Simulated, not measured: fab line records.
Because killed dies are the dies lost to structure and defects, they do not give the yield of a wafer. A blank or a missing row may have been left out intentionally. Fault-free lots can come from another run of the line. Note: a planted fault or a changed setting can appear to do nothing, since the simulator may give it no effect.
Which of the tools did it?    flow nand-harc    13 lots with 39 wafers sampled at 5 steps, on a route of 1302 steps

## WHAT THE GAUGES READ, wafer by wafer
NHARC_A_CONTACT_CD_MEAS_80.
lot   measured      on         cd-nm (nm)
L120  day 22 10:47  cd-sem-01  288.3 288.7 288.6
L123  day 23 12:51  cd-sem-03  289.4 289.4 289.6
L125  day 24 21:11  cd-sem-01  289.5 289.6 289.7
L127  day 25 13:52  cd-sem-01  288.5 288.2 288.1
L129  day 26 11:56  cd-sem-01  289.7 289.4 288.9
L135  day 28 03:58  cd-sem-01  290.7 289.8 289.9
L134  day 28 09:15  cd-sem-03  290.3 290.7 289.8
L137  day 29 09:47  cd-sem-03  289.0 290.1 288.9
L136  day 29 18:19  cd-sem-01  289.2 289.5 289.6
L138  day 30 11:23  cd-sem-02  288.7 289.2 289.6
L140  day 31 01:29  cd-sem-01  289.8 290.5 290.3
L141  day 31 17:27  cd-sem-01  289.3 289.4 289.8
L142  day 32 12:02  cd-sem-02  290.0 288.5 289.4

NHARC_END_SORT_01.
lot   measured      on         killed-at-array  killed-at-other  killed-at-periphery  killed-dies  killed-open  killed-short
L125  day 27 04:40  prober-01  213 74 84        4 2 3            2 3 4                219 79 91    1 2 6        4 5 3
L127  day 27 18:38  prober-01  157 28 39        0 0 0            0 2 4                157 30 43    3 5 4        6 2 7

## WHAT TOOL EACH LOT RAN ON (gives the tool, then ch and the chambers of the sampled wafers, and finally the start)
lot   NHARC_A_CONTACT_ETCH_127              NHARC_A_CONTACT_ETCH_132              NHARC_A_CONTACT_ETCH_106
L120  har-cap-etch-03 ch 0,1, day 22 08:41  har-cap-etch-03 ch 0,1, day 22 09:34  rie-diel-09 ch 0,3, day 22 11:05
L123  har-cap-etch-02 ch 0,1, day 23 10:49  har-cap-etch-02 ch 0,1, day 23 11:42  rie-diel-12 ch 1,2,3, day 23 13:09
L125  har-cap-etch-01 ch 0,1, day 24 19:10  har-cap-etch-01 ch 0,1, day 24 20:04  rie-diel-12 ch 0,1,3, day 24 21:46
L127  har-cap-etch-02 ch 0,1, day 25 11:47  har-cap-etch-02 ch 0,1, day 25 12:40  rie-diel-12 ch 0,1,3, day 25 14:09
L129  har-cap-etch-01 ch 0,1, day 26 09:53  har-cap-etch-01 ch 0,1, day 26 10:46  rie-diel-08 ch 0,1, day 26 12:16
L135  har-cap-etch-01 ch 1, day 28 01:55    har-cap-etch-01 ch 1, day 28 02:48    rie-diel-12 ch 2,3, day 28 04:16
L134  har-cap-etch-02 ch 1, day 28 06:55    har-cap-etch-02 ch 1, day 28 07:52    rie-diel-12 ch 0,1, day 28 09:35
L137  har-cap-etch-03 ch 0,1, day 29 07:44  har-cap-etch-03 ch 0,1, day 29 08:37  rie-diel-12 ch 0,2,3, day 29 10:04
L136  har-cap-etch-02 ch 1, day 29 16:06    har-cap-etch-02 ch 1, day 29 16:59    rie-diel-12 ch 0,2, day 29 19:51
L138  har-cap-etch-01 ch 0,1, day 30 09:23  har-cap-etch-01 ch 0,1, day 30 10:16  rie-diel-09 ch 0,1, day 30 11:40
L140  har-cap-etch-03 ch 0,1, day 30 23:26  har-cap-etch-03 ch 0,1, day 31 00:19  rie-diel-09 ch 0,1,3, day 31 01:47
L141  har-cap-etch-03 ch 1, day 31 14:53    har-cap-etch-03 ch 1, day 31 16:04    rie-diel-08 ch 0,2,3, day 31 17:47
L142  har-cap-etch-03 ch 0,1, day 32 09:59  har-cap-etch-03 ch 0,1, day 32 10:52  rie-diel-09 ch 0,2,3, day 32 12:20
- NHARC_A_CONTACT_ETCH_127: etches the open film in C4F8/O2/Ar, time 197 s, target depth 1918 nm.
- NHARC_A_CONTACT_ETCH_132: etches the open film in C4F8/O2/Ar, time 197 s, target depth 1924 nm.
- NHARC_A_CONTACT_ETCH_106: etches the open film in CF4/O2, target depth 90 nm, overetch 9 nm, time 49.5 s.

## WHAT THE TOOLS THEMSELVES READ (means of the sampled wafers that have a number; where no wafer has one, the mark that the record gives instead)
NHARC_A_CONTACT_ETCH_106.
lot   tool         cf4-flow-sccm (sccm)  drypump-motor-current-A (A)  oes-product-au (a.u.)  rf-vpp-V (V)  run-length-s (s)  showerhead-plenum-p-Torr (Torr)  throttle-valve-pct (%)
L120  rie-diel-09  80.29                 6.3                          1.005                  197.2         70.6              1.30                             13.400
L123  rie-diel-12  79.93                 6.0                          1.011                  196.9         70.3              1.29                             13.404
L125  rie-diel-12  80.32                 6.4                          1.008                  197.1         69.5              1.29                             13.391
L127  rie-diel-12  80.16                 6.4                          1.004                  197.6         69.4              1.29                             13.401
L129  rie-diel-08  80.16                 6.3                          1.007                  198.7         70.7              1.36                             13.398
L135  rie-diel-12  79.70                 5.7                          0.990                  197.5         70.3              1.29                             13.398
L134  rie-diel-12  79.88                 6.7                          0.991                  197.6         71.0              1.30                             13.401
L137  rie-diel-12  79.81                 6.0                          0.987                  197.4         70.8              1.31                             13.401
L136  rie-diel-12  79.67                 5.9                          0.991                  198.3         70.9              1.33                             13.398
L138  rie-diel-09  80.27                 6.1                          0.997                  197.6         70.7              1.30                             13.393
L140  rie-diel-09  79.83                 6.0                          1.008                  197.3         70.5              1.33                             13.389
L141  rie-diel-08  80.00                 6.3                          1.003                  197.9         70.8              1.33                             13.390
L142  rie-diel-09  80.03                 6.2                          1.005                  196.2         70.3              1.28                             13.388

## THE ANSWER, worked out from the rows above alone
Rule: what is usual is taken from the lots themselves. The widest of any qualifying gaps counts: lots, ordered by their means at a reading, are off when they make up no more than a third of the lots, leave a main group of 4 or more, and stand apart from it by 3 or more times the standard deviation of that group's means. If all means in a main group match to the digits the tables above print for the reading, that group is not used. A lot without any number at a reading at which 4 lots or more have one is off too. Any other lot the step has rows for is counted as sound. The gauges are gone through in route order, then the tools' own readings, and for those a lot's mean is taken as printed above. The first step at which some lot is off is used, and at that step the reading that is off furthest; a lot without a number counts as furthest.
Off: L125, L127 (NHARC_A_CONTACT_ETCH_106, run-length-s). The main group has a mean of 70.6 s with a standard deviation of 0.24.
A tool fits if, at that step or a process step before it, it ran every lot that is off, and no sound lot after the first of them. Of those tried, none fits.

## WHAT THE SIMULATOR PUT IN
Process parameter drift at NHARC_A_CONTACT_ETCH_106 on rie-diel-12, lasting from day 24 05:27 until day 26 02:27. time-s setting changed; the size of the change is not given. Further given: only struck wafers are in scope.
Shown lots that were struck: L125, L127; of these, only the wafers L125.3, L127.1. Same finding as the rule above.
